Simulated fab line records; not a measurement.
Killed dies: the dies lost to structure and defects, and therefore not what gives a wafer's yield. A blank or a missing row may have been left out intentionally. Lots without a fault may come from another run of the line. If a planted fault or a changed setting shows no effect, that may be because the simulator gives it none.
Comparing a struck lot with a sound one ; flow n5-finfet ; 41 steps out of a route of 1938
Sound: wafers L743.1, L743.3, L743.4. The struck wafers were L761.1, L761.4, L761.5. The cause comes at the end.
For every step that has rows: the tool of each side, followed by ch and its chambers, followed by its first start. Under that, the readings that differ: sound wafers ; struck wafers ; difference of the means ; sigmas: that difference in standard deviations of wafers without a fault.
alike: same words and numbers on both sides, and readings whose means sit less than 2 such deviations apart. not compared: any withheld reading, any reading some wafer has no value for, any bound like >300 that may hide the same value, and any number with overlapping values for which the record gives no deviation.
The two part at a step that has a row with sigmas, a row that says differs or no value, or rows on one side only. Numbers that don't overlap but have no deviation are shown without sigmas and don't part them. A reading missing from all wafers of one side parts the sides only when that side holds two or more wafers.

first, 4 steps without rows for these wafers: N5_BEOL_M8_HM_STRIP_39 (strips TiN in peroxide tin strip, target depth 25 nm, time 158 s); N5_BEOL_M8_SRD_40 (time 30 s); N5_BEOL_M8_PRECLEAN_42 (cleans in residue remover, time 60 s); N5_BEOL_M8_SRD_43 (time 30 s).
N5_BEOL_M8_CD_MEAS_35: target cd 40 nm.
  sound on cd-sem-01, day 9 22:28; struck on cd-sem-03, day 15 11:52
  alike: cd-nm
then, 2 steps without rows for these wafers: N5_BEOL_M8_CURE_75 (cures SiCOH lowk, time 120 s); N5_BEOL_M8_DEGAS_44 (time 60 s).
N5_BEOL_M8_PRE_CLEAN_45: time 30 s.
  sound on pvd-sputter-01, day 9 23:04; struck on pvd-sputter-03, day 15 12:34
  alike: heater-power-w
N5_BEOL_M8_ALD_77: deposits TaN, target thk 2 nm, pulse time 2 s, purge time 3 s.
  sound on ald-metal-03 ch 0,1,3, day 9 23:09; struck on ald-metal-02 ch 0,1,2, day 15 12:48
  alike: heater-power-w
then, 3 steps without rows for these wafers: N5_BEOL_M8_SURFACE_TREAT_79; N5_BEOL_M8_CVD_78 (deposits Co from CCTBA/H2, target thk 2 nm, time 142.3 s); N5_BEOL_M8_SPUTTER_48 (material Cu, target thk 10 nm, time 1.667 s).
N5_BEOL_M8_ECD_50: material Cu, target thk 300 nm.
  sound on ecd-cu-02 ch 0,1, day 10 00:15; struck on ecd-cu-02 ch 0,1, day 15 15:16
then, 2 steps without rows for these wafers: N5_BEOL_M8_ANNEAL_51 (time 90 s); N5_BEOL_M8_CMP_52 (polishes, stops on SiCOH lowk, t overpolish 6.9 s, target thk 80 nm).
N5_BEOL_M8_THK_MEAS_53: measures by xrf.
  sound on film-metro-02, day 10 01:06; struck on film-metro-02, day 15 16:48
  alike: M8_THK
then, 1 step without rows for these wafers: N5_BEOL_M8_PRE_CLEAN_55 (time 15 s).
N5_BEOL_M8_DEP_56: deposits SiCN from 3MS/NH3, target thk 10 nm, time 17.5 s.
  sound on pecvd-03 ch 0,1, day 10 01:10; struck on pecvd-03 ch 0,1, day 15 16:52
  alike: showerhead-plenum-p-Torr, throttle-valve-pct
N5_BEOL_M8_RS_MEAS_57: uses a four-point probe to measure.
  sound on film-metro-01, day 10 01:14; struck on film-metro-01, day 15 16:56
  alike: M8_RS
then, 1 step without rows for these wafers: N5_BEOL_M9_ILD_DEP_00 (deposits SiCOH lowk from DEMS/porogen, target thk 308.51 nm, time 58 s).
N5_BEOL_M9_CURE_71: cures SiCOH lowk, time 240 s.
  sound on uv-cure-03 ch 0, day 10 02:43; struck on uv-cure-02 ch 0, day 15 17:05
  alike: lamp-power-pct, wafer_temp_C_max
N5_BEOL_M9_THK_MEAS_01:
  sound on film-metro-02, day 10 03:13; struck on film-metro-01, day 15 18:04
  alike: M9_ILD_THK
then, 10 steps without rows for these wafers: N5_BEOL_M9_PECVD_70 (deposits SiO2 from TEOS/O2, target thk 20 nm, time 22.7 s); N5_BEOL_M9_HM_DEP_02 (deposits TiN, target thk 20 nm); N5_BEOL_M9_COAT_59 (time 60 s, resist thk 100 nm); N5_BEOL_M9_COAT_60 (time 60 s, resist thk 30 nm); N5_BEOL_M9_COAT_05 (resist thk 90 nm); N5_BEOL_M9_EBR_07; N5_BEOL_M9_SOFTBAKE_06 (time 60 s); N5_BEOL_M9_EXPOSE_08 (exposes mask M9); N5_BEOL_M9_PEB_09 (peb time 60 s); N5_BEOL_M9_DEVELOP_10 (develop time 30 s).
N5_BEOL_M9_CD_MEAS_11: target cd 64.1 nm.
  sound on cd-sem-03 ch 0, day 10 03:41; struck on cd-sem-02 ch 0, day 15 20:53
  alike: cd-nm
N5_BEOL_M9_OVL_MEAS_12:
  sound on overlay-01 ch 0, day 10 03:43; struck on overlay-02 ch 0, day 15 20:55
  alike: M9_OVL
then, 5 steps without rows for these wafers: N5_BEOL_M9_DESCUM_16 (chemistry O2, time 7.9 s); N5_BEOL_M9_ETCH_61 (etches SiARC in CF4, target depth 39 nm, time 65 s); N5_BEOL_M9_ETCH_62 (etches SOC in N2/H2, target depth 110 nm, overetch 22 nm, time 165 s); N5_BEOL_M9_STRIP_68 (strips in N2/H2); N5_BEOL_M9_STRIP_67 (strips in CF4).
N5_BEOL_M9_HM_OPEN_17: chemistry Cl2/BCl3, target TiN, target depth 20 nm, overetch 6 nm.
  sound on rie-metal-03 ch 0,1, day 10 04:03; struck on rie-metal-03 ch 0,1, day 15 21:16
  alike: drypump-motor-current-A, oes-product-au, throttle-valve-pct
  not compared: rf-hours-counter-h
-- here the record skips 2 days between the struck wafers' starts before and after, leaving off in module BEOL_M9 and picking up in module PASSIVATION (first step shown: number 1936 of the route) --
N5_PASSIVATION_PROBE_49:
  sound on prober-02, day 14 06:30; struck on prober-01, day 18 05:18
reading;sound;struck;difference;sigmas
defect-limited-yield (%);93.0 91.2 90.0;63.3 65.8 63.9;-27.1;-17
killed_at_M4_up;15 12 12;346 333 334;+325;+61
killed-dies;83 104 118;433 404 426;+319;+17
killed-on-rim;12 12 14;50 48 58;+39;+10
sort_bin_5_function (%);4.0 4.8 5.8;22.0 20.6 21.7;+16.6;+17
sort_bin_6_memory (%);2.7 3.6 3.7;12.2 11.7 12.0;+8.6;+11
sort-n-pass;1097 1076 1062;747 776 754;-319;-17
sort-yield-pct (%);93.0 91.2 90.0;63.3 65.8 63.9;-27.1;-17
  alike: killed_at_M0_to_M3, killed-at-contacts, killed-at-front-end, killed-at-other, killed-open, killed-short

WHERE THEY PART
At N5_PASSIVATION_PROBE_49 and nowhere else, as far as this record goes.

WHY: what had been put in by the simulator
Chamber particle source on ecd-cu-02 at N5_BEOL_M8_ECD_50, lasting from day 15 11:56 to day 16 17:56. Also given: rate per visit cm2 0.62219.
